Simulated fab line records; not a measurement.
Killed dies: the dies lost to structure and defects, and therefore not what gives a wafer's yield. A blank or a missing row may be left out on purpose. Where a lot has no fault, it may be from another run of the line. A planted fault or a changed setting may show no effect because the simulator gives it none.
Split-lot study / flow n5 finfet / 21 wafers read from 7 lots, route of 1938 steps

THE SPLIT
At N5_GATE_CUT_ALD_22 (deposits SiNx, target thk 16 nm, pulse time 1 s, ald cycles 320), the setting ald cycles was moved away from the recipe's 320 on 4 of the 21 wafers read, by -12.5% to +16.3%. This setting was run at the recipe's value on the other wafers.

The reading comes from the split's own step.

THE READING
SiNx_of_GATE_CUT_ALD_22.thk nm (the simulator's own value, which no gauge read), in nm, at N5_GATE_CUT_ALD_22 (deposits SiNx, target thk 16 nm, pulse time 1 s, ald cycles 320). The file gives no usual value for it. Here, 17 wafers ran the recipe; their average is 16.0 nm with a standard deviation of 0.047 nm.

wafer=L076.2; tool, chamber at the split=ald sin-04, 1; ald cycles as run=280; against the recipe=-12.5%; SiNx_of_GATE_CUT_ALD_22.thk nm, nm=14; against lot-mates on the recipe=-2.0
wafer=L076.3; tool, chamber at the split=ald sin-04, 2,0; ald cycles as run=320; against the recipe=recipe; SiNx_of_GATE_CUT_ALD_22.thk nm, nm=16; against lot-mates on the recipe=-
wafer=L076.4; tool, chamber at the split=ald sin-04, 2,0; ald cycles as run=320; against the recipe=recipe; SiNx_of_GATE_CUT_ALD_22.thk nm, nm=16; against lot-mates on the recipe=-
wafer=L078.2; tool, chamber at the split=ald sin-02, 1; ald cycles as run=320; against the recipe=recipe; SiNx_of_GATE_CUT_ALD_22.thk nm, nm=16; against lot-mates on the recipe=-
wafer=L078.3; tool, chamber at the split=ald sin-02, 0,2; ald cycles as run=303; against the recipe=-5.3%; SiNx_of_GATE_CUT_ALD_22.thk nm, nm=15; against lot-mates on the recipe=-1.0
wafer=L078.5; tool, chamber at the split=ald sin-02, 0,2; ald cycles as run=303; against the recipe=-5.3%; SiNx_of_GATE_CUT_ALD_22.thk nm, nm=15; against lot-mates on the recipe=-1.0
wafer=L079.2; tool, chamber at the split=ald sin-04, 1,0,3; ald cycles as run=320; against the recipe=recipe; SiNx_of_GATE_CUT_ALD_22.thk nm, nm=16; against lot-mates on the recipe=-
wafer=L079.3; tool, chamber at the split=ald sin-04, 1,0,3; ald cycles as run=320; against the recipe=recipe; SiNx_of_GATE_CUT_ALD_22.thk nm, nm=16; against lot-mates on the recipe=-
wafer=L079.5; tool, chamber at the split=ald sin-04, 1,0,3; ald cycles as run=320; against the recipe=recipe; SiNx_of_GATE_CUT_ALD_22.thk nm, nm=16; against lot-mates on the recipe=-
wafer=L080.4; tool, chamber at the split=ald sin-04, 3,1; ald cycles as run=320; against the recipe=recipe; SiNx_of_GATE_CUT_ALD_22.thk nm, nm=16; against lot-mates on the recipe=-
wafer=L080.6; tool, chamber at the split=ald sin-04, 3,1; ald cycles as run=320; against the recipe=recipe; SiNx_of_GATE_CUT_ALD_22.thk nm, nm=16; against lot-mates on the recipe=-
wafer=L080.5; tool, chamber at the split=ald sin-04, 2; ald cycles as run=372; against the recipe=+16.3%; SiNx_of_GATE_CUT_ALD_22.thk nm, nm=18.4; against lot-mates on the recipe=+2.4
wafer=L093.1; tool, chamber at the split=ald sin-04, 2,3,3; ald cycles as run=320; against the recipe=recipe; SiNx_of_GATE_CUT_ALD_22.thk nm, nm=16; against lot-mates on the recipe=-
wafer=L093.3; tool, chamber at the split=ald sin-04, 2,3,3; ald cycles as run=320; against the recipe=recipe; SiNx_of_GATE_CUT_ALD_22.thk nm, nm=16; against lot-mates on the recipe=-
wafer=L093.6; tool, chamber at the split=ald sin-04, 2,3,3; ald cycles as run=320; against the recipe=recipe; SiNx_of_GATE_CUT_ALD_22.thk nm, nm=16; against lot-mates on the recipe=-
wafer=L094.3; tool, chamber at the split=ald sin-02, 2,1,2; ald cycles as run=320; against the recipe=recipe; SiNx_of_GATE_CUT_ALD_22.thk nm, nm=16; against lot-mates on the recipe=-
wafer=L094.4; tool, chamber at the split=ald sin-02, 2,1,2; ald cycles as run=320; against the recipe=recipe; SiNx_of_GATE_CUT_ALD_22.thk nm, nm=16; against lot-mates on the recipe=-
wafer=L094.5; tool, chamber at the split=ald sin-02, 2,1,2; ald cycles as run=320; against the recipe=recipe; SiNx_of_GATE_CUT_ALD_22.thk nm, nm=16; against lot-mates on the recipe=-
wafer=L095.2; tool, chamber at the split=ald sin-02, 0,1; ald cycles as run=320; against the recipe=recipe; SiNx_of_GATE_CUT_ALD_22.thk nm, nm=16; against lot-mates on the recipe=-
wafer=L095.3; tool, chamber at the split=ald sin-02, 0,1; ald cycles as run=320; against the recipe=recipe; SiNx_of_GATE_CUT_ALD_22.thk nm, nm=16; against lot-mates on the recipe=-
wafer=L095.4; tool, chamber at the split=ald sin-02, 3; ald cycles as run=320; against the recipe=recipe; SiNx_of_GATE_CUT_ALD_22.thk nm, nm=15.8; against lot-mates on the recipe=-
The file does not say which wafer passed through which chamber wherever a row lists several chambers: such a row stands for several wafers.

FIT RESULTS
A straight line over all 21 wafers: SiNx_of_GATE_CUT_ALD_22.thk nm changes by +0.156 nm for each +1% of ald cycles; r = +1.00; the points scatter about the line by 0.07 nm.
The same after taking each lot's own level away (the mean of its wafers on the recipe; 21 wafers): +0.156 nm for each +1%; r = +1.00; scatter 0.07 nm.
Per that fit: largest ald cycles move, reading shift of 2.5 nm.
The span of the lots' own levels, 15.93 to 16.00 nm, comes to 1.4 times the standard deviation stated above.
Consequently the slope shifts little with the lot-to-lot level, the two slopes agreeing.
Check: with one of the wafers moved furthest among these (+16.3%) left out of the fit, the line predicts +2.7 nm for it against its lot-mates. Against them it came out at +2.4 nm.

OTHER SPLITS ON THESE WAFERS
Before the reading, these wafers also passed through other splits. Each is held against what the fit with the lots' levels taken away leaves over:
other split on the same wafers=N5_SDB_ALD_29 ald cycles; wafers away from the commonest value=7; r with SiNx_of_GATE_CUT_ALD_22.thk nm (lot level and that fit taken away)=-0.11
other split on the same wafers=N5_SDB_CMP_30 down force psi; wafers away from the commonest value=7; r with SiNx_of_GATE_CUT_ALD_22.thk nm (lot level and that fit taken away)=+0.04
other split on the same wafers=N5_GATE_CUT_COAT_27 spin rpm; wafers away from the commonest value=7; r with SiNx_of_GATE_CUT_ALD_22.thk nm (lot level and that fit taken away)=-0.47
other split on the same wafers=N5_GATE_CUT_DESCUM_18 time s; wafers away from the commonest value=4; r with SiNx_of_GATE_CUT_ALD_22.thk nm (lot level and that fit taken away)=+0.33

THE FILE'S OWN FIT
SiNx_of_GATE_CUT_ALD_22.thk nm changes by +0.155 nm for each +1% of ald cycles, r = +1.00.
